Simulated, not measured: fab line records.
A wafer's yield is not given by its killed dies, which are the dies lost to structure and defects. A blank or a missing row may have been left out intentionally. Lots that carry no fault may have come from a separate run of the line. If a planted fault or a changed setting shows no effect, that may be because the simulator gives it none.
fab line records	flow n5_finfet
record lots=7	wafers=19	last_day=16
route steps=1938 shown BEOL_M13@1689 BEOL_M15@1830 PASSIVATION@1936
lots that met no fault: taken from a fault-free run of the same line
start_h: the number of hours between the record's first day and the start of the first shown wafer of the lot	wait_h: time in hours since the lot's previous step	" identical to the entry in the row above	L1.1+2: one row covering several wafers at once	- no value, or no start given	* or withheld: withheld	< > ~ a bound
route shown NAME@n: names a module that has steps shown in the file, with the first one's number in the route	usual: mean/standard deviation of fault-free wafers	same: alike in all rows	chamber/n: place in a boat	sites: the reading at each site	_std_site: the values' standard deviation	_edge_site: outer sites' mean less inner sites'	radius_mm: for every site, how far away it sits from the centre of the wafer	mask NAME#n: copy n	behind: the most recent tool/chamber to have shaped the wafer	hold: cause of the lot's hold/its duration in hours/its outcome	device: the n, p or np transistor that did not switch	end of line: the same wafers' tests at the end of the route	a step with no rows: only its recipe	killed: dies lost to structure and defects at the first sort, not the wafer's yield	map: the dies of a wafer, with x for killed, . for not killed, _ for no die there
set.NAME: the setting that was run; set.NAME@STEP: the one run at that earlier step	model.NAME: the simulator's own value behind a step, which no gauge read
the route's steps for a sample of lots (tables are steps, rows are wafers)
services: a tool's chamber out of use, with start hour (start_h, from the record's first day; less than 0 if before it), hours out, and reason
## steps
# step N5_BEOL_M13_CD_MEAS_28
# recipe target_cd_nm=209.5	landing_energy_ev=500	detector=se_inlens
# usual cd_nm=209.5/1.5
lot.wafer	tool	chamber	start_h	wait_h	cd_nm
L530.1	cd_sem-02	0	241.61	-	209.6
L530.3	"	0	"	"	208.6
L530.5	"	0	"	"	208.9
L533.1	cd_sem-03	0	258.85	-	208.4
L533.2	"	0	"	"	206.8
L533.4	"	0	"	"	208.6
L537.3	cd_sem-02	0	281.01	-	210.0
L537.6	"	0	"	"	208.6
L538.1	cd_sem-02	0	286.89	-	210.4
L538.6	"	0	"	"	211.5
L542.1	cd_sem-03	0	314.26	-	209.0
L542.4	"	0	"	"	208.3
L542.5	"	0	"	"	208.4
L541.1	cd_sem-02	0	314.92	-	208.3
L541.4	"	0	"	"	206.9
L541.6	"	0	"	"	207.3
L550.4	cd_sem-02	0	353.63	-	211.0
L550.5	"	0	"	"	210.3
L550.6	"	0	"	"	211.4
# step N5_BEOL_M13_TRENCH_ETCH_34
# recipe chemistry=C4F8/O2/Ar	target=SiOC	target_depth_a=4134.7	mask_material=SOC	pressure_mtorr=30	source_w=3000	bias_w=700	Ar_flow_sccm=400	C4F8_flow_sccm=15	O2_flow_sccm=8	he_inner_torr=15	he_outer_torr=30	time_s=162.6	ion_energy_ev=250
# usual drypump_motor_current_A=5.9/0.37	oes_product_au=0.81/0.087	rf_vpp_V=666/3.1	showerhead_plenum_p_Torr=3.44/0.11	throttle_valve_pct=24.20/0.18
lot.wafer	tool	chamber	start_h	wait_h	drypump_motor_current_A	oes_product_au	rf_hours_counter_h	rf_vpp_V	showerhead_plenum_p_Torr	throttle_valve_pct
L530.1	rie_diel-01	1	242.16	0.0	5.9	1.01	2	664	3.36	24.52
L530.3	"	0	"	"	5.1	0.87	53	664	3.33	24.22
L530.5	"	1	"	"	5.9	1.02	-	665	3.36	24.51
L533.1	rie_diel-01	2	259.60	0.0	5.7	0.73	211	669	3.53	24.26
L533.2	"	3	"	"	6.2	0.80	81	671	3.59	24.20
L533.4	"	1	"	"	5.9	0.96	7	663	3.36	24.52
L537.3	rie_diel-01	1	281.50	0.0	6.0	0.96	14	664	3.35	24.54
L537.6	"	0	"	"	5.1	0.85	-	662	3.32	24.22
L538.1	rie_diel-01	0	287.38	0.0	5.1	0.85	68	663	3.32	24.22
L538.6	"	1	"	"	5.9	0.95	-	665	3.35	24.54
L542.1	rie_diel-02	2	314.75	0.0	6.0	0.78	118	662	3.29	23.93
L542.4	"	3	"	"	5.6	0.87	35	668	3.45	24.03
L542.5	"	2	"	"	6.0	0.79	-	663	3.29	23.94
L541.1	rie_diel-06	3	315.41	0.0	6.4	0.69	248	669	3.46	24.15
L541.4	"	2	"	"	5.9	0.75	-	669	3.57	24.38
L541.6	"	1	"	"	6.1	0.70	-	668	3.53	24.29
L550.4	rie_diel-02	1	354.31	0.1	6.3	0.86	-	663	3.36	24.21
L550.5	"	3	"	"	5.6	0.86	-	667	3.44	24.06
L550.6	"	2	"	"	6.0	0.77	-	662	3.28	23.96
# step N5_BEOL_M13_OCD_MEAS_35
# usual trench_depth_nm=416/5.6
lot.wafer	tool	chamber	start_h	wait_h	trench_depth_nm
L530.1	ocd-02	-	242.34	0.0	426
L530.3	"	-	"	"	425
L530.5	"	-	"	"	422
L533.1	ocd-02	-	259.77	0.0	406
L533.2	"	-	"	"	410
L533.4	"	-	"	"	412
L537.3	ocd-02	-	281.68	0.0	477
L537.6	"	-	"	"	425
L538.1	ocd-02	-	287.55	0.0	423
L538.6	"	-	"	"	473
L542.1	ocd-02	-	314.92	0.0	419
L542.4	"	-	"	"	417
L542.5	"	-	"	"	419
L541.1	ocd-02	-	315.58	0.0	413
L541.4	"	-	"	"	419
L541.6	"	-	"	"	410
L550.4	ocd-02	-	354.42	0.0	424
L550.5	"	-	"	"	416
L550.6	"	-	"	"	417
# step N5_BEOL_M13_ETCH_38
# recipe chemistry=CF4/N2	target=SiCN	target_depth_a=675	taper_deg=2	time_s=71.9	ion_energy_ev=150	mask_material=SiO2	pressure_mtorr=40	source_w=430	bias_w=70	Ar_flow_sccm=100	cf4_flow_sccm=60	n2_flow_sccm=60
# usual drypump_motor_current_A=5.9/0.35	oes_product_au=0.81/0.096	rf_vpp_V=382.8/1.9	showerhead_plenum_p_Torr=2.23/0.072	throttle_valve_pct=15.41/0.19
lot.wafer	tool	chamber	start_h	wait_h	drypump_motor_current_A	oes_product_au	rf_hours_counter_h	rf_vpp_V	showerhead_plenum_p_Torr	throttle_valve_pct
L530.1	rie_diel-01	2	244.31	-	5.7	0.70	207	385.3	2.29	15.57
L530.3	"	0	"	"	5.1	0.87	54	380.5	2.15	15.39
L530.5	"	2	"	"	5.7	0.71	-	384.3	2.29	15.57
L533.1	rie_diel-06	1	259.98	-	6.0	0.71	172	384.9	2.29	15.51
L533.2	"	2	"	"	5.9	0.76	123	385.1	2.31	15.55
L533.4	"	3	"	"	6.4	0.70	-	383.2	2.25	15.55
L537.3	rie_diel-06	0	282.20	-	5.6	0.74	197	382.6	2.20	15.62
L537.6	"	0	"	"	5.7	0.73	-	380.1	2.20	15.62
L538.1	rie_diel-02	1	288.26	-	6.3	0.89	51	381.8	2.16	15.27
L538.6	"	1	"	"	6.3	0.90	-	380.4	2.16	15.26
L542.1	rie_diel-06	1	316.33	-	6.0	0.69	192	384.4	2.29	15.56
L542.4	"	3	"	"	6.4	0.69	-	384.6	2.24	15.59
L542.5	"	2	"	"	5.9	0.75	-	384.2	2.30	15.57
L541.1	rie_diel-02	1	316.48	-	6.4	0.89	59	381.7	2.16	15.28
L541.4	"	3	"	"	5.6	0.88	35	382.7	2.23	15.24
L541.6	"	3	"	"	5.6	0.89	-	382.0	2.23	15.24
L550.4	rie_diel-06	3	360.74	-	6.5	0.98	3	383.3	2.24	15.07
L550.5	"	3	"	"	6.5	0.99	-	383.5	2.24	15.07
L550.6	"	0	"	"	5.6	0.72	-	382.0	2.19	15.68
# step N5_BEOL_M13_ANNEAL_48
# recipe temp_c=225	time_s=90	ambient=N2
# usual wafer_temp_C_max=225.64/0.2
lot.wafer	tool	chamber	start_h	wait_h	wafer_temp_C_max
L530.1	rtp_anneal-01	0	245.37	0.1	225.74
L530.3	"	0	"	"	226.00
L530.5	"	0	"	"	226.22
L533.1	rtp_anneal-02	0	261.58	0.9	225.45
L533.2	"	0	"	"	225.78
L533.4	"	0	"	"	225.82
L537.3	rtp_anneal-02	0	283.69	0.4	225.63
L537.6	"	0	"	"	225.94
L538.1	rtp_anneal-02	0	289.60	0.1	225.80
L538.6	"	0	"	"	225.47
L542.1	rtp_anneal-01	0	317.32	0.1	225.73
L542.4	"	0	"	"	225.66
L542.5	"	0	"	"	225.26
L541.1	rtp_anneal-01	0	317.59	0.2	225.55
L541.4	"	0	"	"	225.45
L541.6	"	0	"	"	225.59
L550.4	rtp_anneal-01	0	362.83	1.3	225.28
L550.5	"	0	"	"	225.35
L550.6	"	0	"	"	225.52
# step N5_BEOL_M13_THK_MEAS_50
# recipe thk_meas_gauge=xrf	reads=Cu_of_BEOL_M13_ECD_47
# usual M13_THK=421/6.3
lot.wafer	tool	chamber	start_h	wait_h	M13_THK[nm]
L530.1	film_metro-02	-	245.96	-	426
L530.3	"	-	"	"	428
L530.5	"	-	"	"	424
L533.1	film_metro-01	-	262.17	-	417
L533.2	"	-	"	"	418
L533.4	"	-	"	"	422
L537.3	film_metro-01	-	284.20	-	491
L537.6	"	-	"	"	434
L538.1	film_metro-01	-	290.19	-	436
L538.6	"	-	"	"	487
L542.1	film_metro-01	-	317.91	-	424
L542.4	"	-	"	"	419
L542.5	"	-	"	"	422
L541.1	film_metro-01	-	318.18	-	422
L541.4	"	-	"	"	430
L541.6	"	-	"	"	421
L550.4	film_metro-02	-	363.43	-	426
L550.5	"	-	"	"	418
L550.6	"	-	"	"	418
# step N5_BEOL_M13_RS_MEAS_54
# recipe thk_meas_gauge=four-point-probe	reads=Cu_of_BEOL_M13_ECD_47+Ta_of_BEOL_M13_SPUTTER_44+TaN_of_BEOL_M13_SPUTTER_43
# usual M13_RS=0.0447/0.00063
lot.wafer	tool	chamber	start_h	wait_h	M13_RS[ohm/sq]
L530.1	film_metro-01	-	246.09	0.0	0.0436
L530.3	"	-	"	"	0.0437
L530.5	"	-	"	"	0.0440
L533.1	film_metro-02	-	262.30	0.0	0.0458
L533.2	"	-	"	"	0.0454
L533.4	"	-	"	"	0.0450
L537.3	film_metro-02	-	284.32	0.1	0.0389
L537.6	"	-	"	"	0.0440
L538.1	film_metro-01	-	290.32	0.0	0.0438
L538.6	"	-	"	"	0.0391
L542.1	film_metro-01	-	318.04	0.0	0.0444
L542.4	"	-	"	"	0.0447
L542.5	"	-	"	"	0.0445
L541.1	film_metro-01	-	318.31	0.0	0.0450
L541.4	"	-	"	"	0.0443
L541.6	"	-	"	"	0.0453
L550.4	film_metro-01	-	363.56	0.0	0.0438
L550.5	"	-	"	"	0.0447
L550.6	"	-	"	"	0.0446
# step N5_BEOL_M15_RC_MEAS_101
# usual COMB_M10=1.5e-11/3.1e-12	COMB_M11=1.5e-11/3.3e-12	COMB_M12=7.2e-12/1.3e-12	COMB_M13=5.5e-12/9.9e-13	COMB_M14=4.2e-12/8e-13	COMB_M15=3.2e-12/5.7e-13	COMB_M5=3.8e-11/7.8e-12	COMB_M6=2.6e-11/5.7e-12	COMB_M7=2.8e-11/5.5e-12	COMB_M8=2.7e-11/5.5e-12	COMB_M9=1.5e-11/3.1e-12	SERP_M10=3.09/0.082	SERP_M11=3.06/0.085	SERP_M12=0.636/0.022	SERP_M13=0.307/0.0062	SERP_M13_max_site=0.310/0.0063	SERP_M14=0.162/0.0052	SERP_M5=38.5/1.7	SERP_M6=13.7/0.55	SERP_M7=14.0/0.62	SERP_M8=13.7/0.55	SERP_M9=3.02/0.088
lot.wafer	tool	chamber	start_h	wait_h	COMB_M10[S/m]	COMB_M11[S/m]	COMB_M12[S/m]	COMB_M13[S/m]	COMB_M14[S/m]	COMB_M15[S/m]	COMB_M5[S/m]	COMB_M6[S/m]	COMB_M7[S/m]	COMB_M8[S/m]	COMB_M9[S/m]	SERP_M10[ohm/um]	SERP_M11[ohm/um]	SERP_M12[ohm/um]	SERP_M13[ohm/um]	SERP_M13_max_site[ohm/um]	SERP_M14[ohm/um]	SERP_M5[ohm/um]	SERP_M6[ohm/um]	SERP_M7[ohm/um]	SERP_M8[ohm/um]	SERP_M9[ohm/um]
L530.1	prober-01	0	256.48	0.0	1.7e-11	1.6e-11	1e-11	6.3e-12	2.7e-12	2.7e-12	3.4e-11	2.8e-11	2.6e-11	3e-11	1.4e-11	3.22	3.09	0.663	0.297	0.302	0.160	38.1	13.6	14.2	13.5	3.05
L530.3	"	0	"	"	1.6e-11	1.5e-11	7.1e-12	5.1e-12	3.2e-12	2.8e-12	3.5e-11	2.8e-11	2.1e-11	3.3e-11	1.2e-11	3.06	3.01	0.690	0.303	0.306	0.161	36.6	12.6	14.4	14.2	3.13
L530.5	"	0	"	"	1.2e-11	1.7e-11	6e-12	6.2e-12	3.8e-12	3.1e-12	3.9e-11	1.9e-11	2.2e-11	2.3e-11	1.3e-11	3.27	2.99	0.643	0.300	0.304	0.164	36.4	12.8	14.9	13.4	3.14
L533.1	prober-02	0	278.59	0.0	1.4e-11	1.4e-11	6.6e-12	6.1e-12	2.9e-12	3.4e-12	3.4e-11	2.8e-11	2.9e-11	1.9e-11	1.7e-11	3.03	2.90	0.645	0.314	0.317	0.164	40.9	14.0	13.2	14.9	3.06
L533.2	"	0	"	"	1.7e-11	1.1e-11	5.2e-12	5.4e-12	5.9e-12	2.9e-12	5.2e-11	3.2e-11	4.5e-11	2.9e-11	1.6e-11	3.28	3.20	0.620	0.319	0.320	0.171	37.7	14.2	13.7	13.5	3.25
L533.4	"	0	"	"	1.3e-11	1.6e-11	8.8e-12	4e-12	4.6e-12	3.1e-12	4.3e-11	2.4e-11	3.4e-11	3e-11	1.3e-11	3.02	2.98	0.629	0.307	0.309	0.173	37.3	13.2	12.8	13.8	3.19
L537.3	prober-01	0	295.22	0.3	1.2e-11	1e-11	6e-12	5.1e-12	4.5e-12	2.5e-12	4.3e-11	1.6e-11	2.4e-11	2.4e-11	1.6e-11	3.05	3.23	0.649	0.261	0.263	0.172	36.4	12.4	14.5	13.2	3.17
L537.6	"	0	"	"	1e-11	1.3e-11	5.3e-12	3.5e-12	3.5e-12	2.6e-12	4.9e-11	2.7e-11	2.7e-11	2e-11	1.3e-11	3.10	3.14	0.656	0.309	0.311	0.158	35.4	12.3	14.9	14.0	3.19
L538.1	prober-02	0	300.52	0.0	1.6e-11	1.2e-11	8e-12	6e-12	4.8e-12	4.1e-12	3.7e-11	2.7e-11	2.4e-11	3.1e-11	1.1e-11	3.06	3.02	0.644	0.301	0.302	0.163	37.0	14.2	14.7	13.7	2.90
L538.6	"	0	"	"	1.1e-11	2.2e-11	9.2e-12	5.7e-12	4.8e-12	3e-12	4e-11	2.3e-11	2.7e-11	1.8e-11	1.7e-11	3.01	3.06	0.658	0.260	0.261	0.161	34.9	14.1	14.2	13.0	2.89
L542.1	prober-01	0	330.25	0.0	1e-11	1.2e-11	9.9e-12	4.9e-12	3.4e-12	4.4e-12	7.2e-11	2.7e-11	2.2e-11	3.3e-11	1.6e-11	3.12	2.98	0.610	0.307	0.314	0.156	40.2	14.4	14.3	13.1	3.00
L542.4	"	0	"	"	1.1e-11	1.2e-11	7.1e-12	6.2e-12	4.4e-12	3.6e-12	6.1e-11	2.8e-11	2.1e-11	2.7e-11	1.7e-11	3.17	3.06	0.590	0.310	0.315	0.160	39.2	13.1	13.3	13.4	3.08
L542.5	"	0	"	"	1.3e-11	1.4e-11	4.7e-12	5.6e-12	3.6e-12	3e-12	5e-11	4.9e-11	2.1e-11	2.3e-11	1.7e-11	3.18	3.00	0.622	0.312	0.319	0.155	40.9	13.4	13.6	13.2	2.96
L541.1	prober-02	0	331.00	0.0	1.4e-11	2e-11	6.3e-12	6.4e-12	4e-12	4e-12	3e-11	2e-11	2e-11	3.3e-11	1.9e-11	2.95	3.13	0.622	0.313	0.317	0.160	37.7	13.9	13.4	13.5	3.10
L541.4	"	0	"	"	1.6e-11	2e-11	8.5e-12	5.2e-12	5.4e-12	3.5e-12	4.7e-11	2.7e-11	2.6e-11	3.7e-11	1.4e-11	3.14	3.07	0.638	0.307	0.309	0.152	40.2	14.1	14.7	13.8	3.02
L541.6	"	0	"	"	1.8e-11	1.2e-11	8.2e-12	6.9e-12	4.7e-12	3.9e-12	3.1e-11	2.3e-11	2.4e-11	2.6e-11	2.1e-11	3.13	3.05	0.639	0.313	0.316	0.160	39.4	13.7	13.5	13.2	2.96
L550.4	prober-01	0	377.60	0.5	1.3e-11	1.2e-11	7.8e-12	5.8e-12	3.6e-12	3.1e-12	4.2e-11	4.1e-11	3.4e-11	2.8e-11	1.4e-11	3.22	3.22	0.667	0.295	0.297	0.159	36.9	15.0	14.4	14.6	2.88
L550.5	"	0	"	"	1.4e-11	1.5e-11	8e-12	6.2e-12	4.2e-12	2.8e-12	3.6e-11	2.5e-11	3.1e-11	2.3e-11	2e-11	2.95	3.03	0.666	0.307	0.308	0.157	36.2	14.2	13.9	14.4	2.95
L550.6	"	0	"	"	1.9e-11	1.3e-11	6.2e-12	6.6e-12	4.5e-12	2.9e-12	3.8e-11	3.1e-11	2.6e-11	3.3e-11	1.7e-11	3.26	3.05	0.662	0.302	0.305	0.158	36.5	13.4	14.0	13.3	2.91
# sites SERP_M13 radius_mm=0,75,75,75,75,140,140,140,140
L530.1 0.293 0.295 0.295 0.298 0.296 0.300 0.302 0.297 0.300
L533.1 0.312 0.314 0.316 0.317 0.317 0.313 0.315 0.312 0.309
L537.3 0.258 0.259 0.262 0.260 0.259 0.262 0.261 0.263 0.261
L538.1 0.300 0.302 0.298 0.301 0.302 0.301 0.300 0.300 0.302
L542.1 0.307 0.314 0.306 0.309 0.306 0.309 0.303 0.307 0.305
L541.1 0.312 0.311 0.313 0.311 0.311 0.317 0.316 0.315 0.315
L550.4 0.297 0.297 0.293 0.297 0.294 0.295 0.296 0.294 0.295
# step N5_PASSIVATION_PROBE_49
# usual defect_limited_yield=91.4/1.6	killed_at_M0_to_M3=34/10	killed_at_M4_up=12/4.8	killed_at_contacts=11/6.2	killed_at_front_end=39/13	killed_at_other=4/3.1	killed_dies=101/19	killed_open=67/14	killed_short=32/8.3	sort_bin_5_function=5.0/1	sort_bin_6_memory=3.2/0.76	sort_n_pass=1079/19	sort_yield_pct=91.4/1.6
# same gross_dies=1180	killed_at_back_side=0	sort_bin_4_leakage[%]=0	sort_bin_8_speed[%]=0
lot.wafer	tool	chamber	start_h	wait_h	defect_limited_yield[%]	killed_at_M0_to_M3	killed_at_M4_up	killed_at_contacts	killed_at_front_end	killed_at_other	killed_dies	killed_open	killed_short	sort_bin_5_function[%]	sort_bin_6_memory[%]	sort_n_pass	sort_yield_pct[%]
L530.1	prober-01	-	274.50	0.0	89.2	46	18	7	55	1	127	81	46	5.8	4.8	1053	89.2
L530.3	prober-01	-	274.60	0.1	89.4	33	17	17	57	1	125	75	46	5.8	4.2	1055	89.4
L530.5	prober-01	-	274.70	0.2	90.8	32	19	12	45	0	108	66	41	5.5	3.4	1072	90.8
L537.3	prober-01	-	311.36	0.1	91.6	42	7	5	39	6	99	45	51	4.6	2.9	1081	91.6
L537.6	prober-01	-	311.51	0.3	90.3	48	18	6	36	6	114	68	44	6.0	3.1	1066	90.3
L538.1	prober-01	-	320.94	0.0	92.5	33	13	13	26	4	89	60	28	5.2	2.4	1091	92.5
L538.6	prober-01	-	321.19	0.3	91.8	46	7	13	30	1	97	64	33	4.7	3.4	1083	91.8
L541.1	prober-01	-	347.33	0.0	91.2	34	16	16	33	5	104	73	30	5.3	3.3	1076	91.2
L541.4	prober-01	-	347.48	0.2	90.0	40	19	18	35	6	118	78	34	5.6	4.1	1062	90.0
L541.6	prober-01	-	347.58	0.3	89.2	46	7	19	47	8	127	90	36	6.4	4.1	1053	89.2
L550.4	prober-02	-	392.51	0.2	89.0	29	18	21	59	3	130	84	46	5.7	4.9	1050	89.0
L550.5	prober-02	-	392.56	0.2	93.5	17	14	7	38	1	77	52	23	4.1	2.4	1103	93.5
L550.6	prober-02	-	392.61	0.3	92.5	18	9	19	39	3	88	50	37	4.2	2.8	1092	92.5
# killed by level:class
L530.1 BEOL_M0_SAQP:geometric_particle:short=18 FIN_SAQP:geometric_particle:short=13 FIN_SAQP:geometric_particle:open=12 BEOL_M2:geometric_particle:open=11 BEOL_M0_SAQP:geometric_particle:open=8 ILD0:geometric_particle:open=7 DUMMY_GATE:geometric_particle:open=6 BEOL_M4:geometric_particle:open=6
L530.3 BEOL_M0_SAQP:geometric_particle:short=17 MOL_CONTACT_COAG:geometric_particle:open=15 FIN_SAQP:geometric_particle:open=13 FIN_SAQP:geometric_particle:short=12 BEOL_M4:geometric_particle:open=8 BEOL_M0_SAQP:geometric_particle:open=8 DUMMY_GATE:geometric_particle:open=7 GATE_CUT:geometric_particle:short=7
L530.5 BEOL_M0_SAQP:geometric_particle:open=15 FIN_SAQP:geometric_particle:short=14 FIN_SAQP:geometric_particle:open=12 BEOL_M4:geometric_particle:open=12 BEOL_M0_SAQP:geometric_particle:short=10 MOL_CONTACT_COAG:geometric_particle:open=9 DUMMY_GATE:geometric_particle:open=6 STARTING-WAFER:geometric_particle:short=4
L537.3 BEOL_M0_SAQP:geometric_particle:short=17 FIN_SAQP:geometric_particle:short=11 BEOL_M0_SAQP:geometric_particle:open=10 STI_FIN_REVEAL:geometric_particle:open=7 MOL_CONTACT_COAG:geometric_particle:open=4 STARTING-WAFER:geometric_particle:short=4 BEOL_M2:geometric_particle:open=3 DUMMY_GATE:geometric_particle:short=3
L537.6 BEOL_M0_SAQP:geometric_particle:open=18 BEOL_M0_SAQP:geometric_particle:short=16 GATE_CUT:geometric_particle:short=8 FIN_SAQP:geometric_particle:open=6 BEOL_M4:geometric_particle:open=6 MOL_CONTACT_COAG:geometric_particle:open=5 FIN_SAQP:geometric_particle:short=4 GATE_CUT:geometric_particle:open=4
L538.1 FIN_SAQP:geometric_particle:open=12 MOL_CONTACT_COAG:geometric_particle:open=11 BEOL_M0:geometric_particle:open=6 BEOL_M1:geometric_particle:open=6 BEOL_M3:geometric_particle:short=6 FIN_SAQP:geometric_particle:short=4 GATE_CUT:geometric_particle:open=4 BEOL_M0_SAQP:geometric_particle:open=4
L538.6 BEOL_M2:geometric_particle:open=13 MOL_CONTACT_COAG:geometric_particle:open=11 BEOL_M0_SAQP:geometric_particle:open=9 BEOL_M1:geometric_particle:open=8 BEOL_M0_SAQP:geometric_particle:short=7 FIN_SAQP:geometric_particle:short=6 STARTING-WAFER:geometric_particle:short=6 STI_FIN_REVEAL:geometric_particle:open=4
L541.1 STI_FIN_REVEAL:geometric_particle:open=12 MOL_CONTACT_COAG:geometric_particle:open=12 BEOL_M0_SAQP:geometric_particle:open=10 BEOL_M0_SAQP:geometric_particle:short=6 GATE_CUT:geometric_particle:short=5 BEOL_M2:geometric_particle:open=5 MOL_CONTACT_COAG:geometric_particle:short=4 BEOL_M3:geometric_particle:open=4
L541.4 MOL_CONTACT_COAG:geometric_particle:open=16 STI_FIN_REVEAL:geometric_particle:open=10 BEOL_M0_SAQP:geometric_particle:short=9 BEOL_M4:geometric_particle:open=8 BEOL_M1:geometric_particle:open=7 BEOL_M2:geometric_particle:open=7 FIN_SAQP:geometric_particle:short=6 BEOL_M1:geometric_particle:short=6
L541.6 STI_FIN_REVEAL:geometric_particle:open=24 MOL_CONTACT_COAG:geometric_particle:open=18 BEOL_M3:geometric_particle:open=10 STI_FIN_REVEAL:geometric_particle:short=9 BEOL_M1:geometric_particle:open=9 BEOL_M0_SAQP:geometric_particle:short=5 BEOL_M1:geometric_particle:short=5 BEOL_M2:geometric_particle:open=5
L550.4 MOL_CONTACT_COAG:geometric_particle:open=18 STI_FIN_REVEAL:geometric_particle:open=15 FIN_SAQP:geometric_particle:short=14 FIN_SAQP:geometric_particle:open=9 BEOL_M4:geometric_particle:open=9 BEOL_M2:geometric_particle:open=8 BEOL_M0_SAQP:geometric_particle:short=7 DUMMY_GATE:geometric_particle:open=6
L550.5 FIN_SAQP:geometric_particle:short=8 BEOL_M4:geometric_particle:open=7 FIN_SAQP:geometric_particle:open=6 MOL_CONTACT_COAG:geometric_particle:open=6 STI_FIN_REVEAL:geometric_particle:open=5 DUMMY_GATE:geometric_particle:open=5 GATE_CUT:geometric_particle:short=4 BEOL_M0_SAQP:geometric_particle:open=4
L550.6 MOL_CONTACT_COAG:geometric_particle:open=17 FIN_SAQP:geometric_particle:short=9 BEOL_M0_SAQP:geometric_particle:short=7 GATE_CUT:geometric_particle:short=6 BEOL_M1:geometric_particle:open=6 FIN_SAQP:geometric_particle:open=5 STI_FIN_REVEAL:geometric_particle:open=5 DUMMY_GATE:geometric_particle:open=4
## services
tool	chamber	start_h	hours	kind
rie_diel-06	0	241.54	35.5	repair
rie_diel-02	0	267.48	-	clean
rie_diel-02	0	267.48	-	consumable_replace:focus_ring
rie_diel-02	0	267.48	-	consumable_replace:showerhead
rie_diel-02	0	267.48	17.7	scheduled_down
rie_diel-02	0	267.48	17.7	vent_cycle
rie_diel-02	1	275.33	12.3	repair
rie_diel-01	-	291.01	0.8	repair
rie_diel-06	0	310.84	9.6	repair
rie_diel-06	3	320.63	-	clean
rie_diel-06	3	320.63	-	consumable_replace:focus_ring
rie_diel-06	3	320.63	31.4	scheduled_down
rie_diel-06	3	320.63	31.4	vent_cycle
rie_diel-02	0	348.61	5.8	repair
## key
first_sign step=N5_BEOL_M13_OCD_MEAS_35	reading=trench_depth_nm	direction=up	sigmas=11	usual=416	struck=475
effect step=N5_BEOL_M13_THK_MEAS_50	reading=M13_THK	direction=up	sigmas=11	usual=421	struck=489
effect step=N5_BEOL_M13_RS_MEAS_54	reading=M13_RS	direction=down	sigmas=9.1	usual=0.0447	struck=0.0390
effect step=N5_BEOL_M15_RC_MEAS_101	reading=SERP_M13	direction=down	sigmas=7.6	usual=0.307	struck=0.260
met_at N5_BEOL_M13_TRENCH_ETCH_34
struck_lots L537,L538
struck_wafers L537.3,L538.6
not_acting_at N5_BEOL_M13_CD_MEAS_28,N5_BEOL_M13_ETCH_38,N5_BEOL_M13_ANNEAL_48
onset_between 259.60 281.50
fault kind=process_parameter_drift	tool=rie_diel-01	chamber=1	onset_h=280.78	steps=N5_BEOL_M13_TRENCH_ETCH_34	channel=time_s	offset=*	shape=step	acts_in=*	stated=*
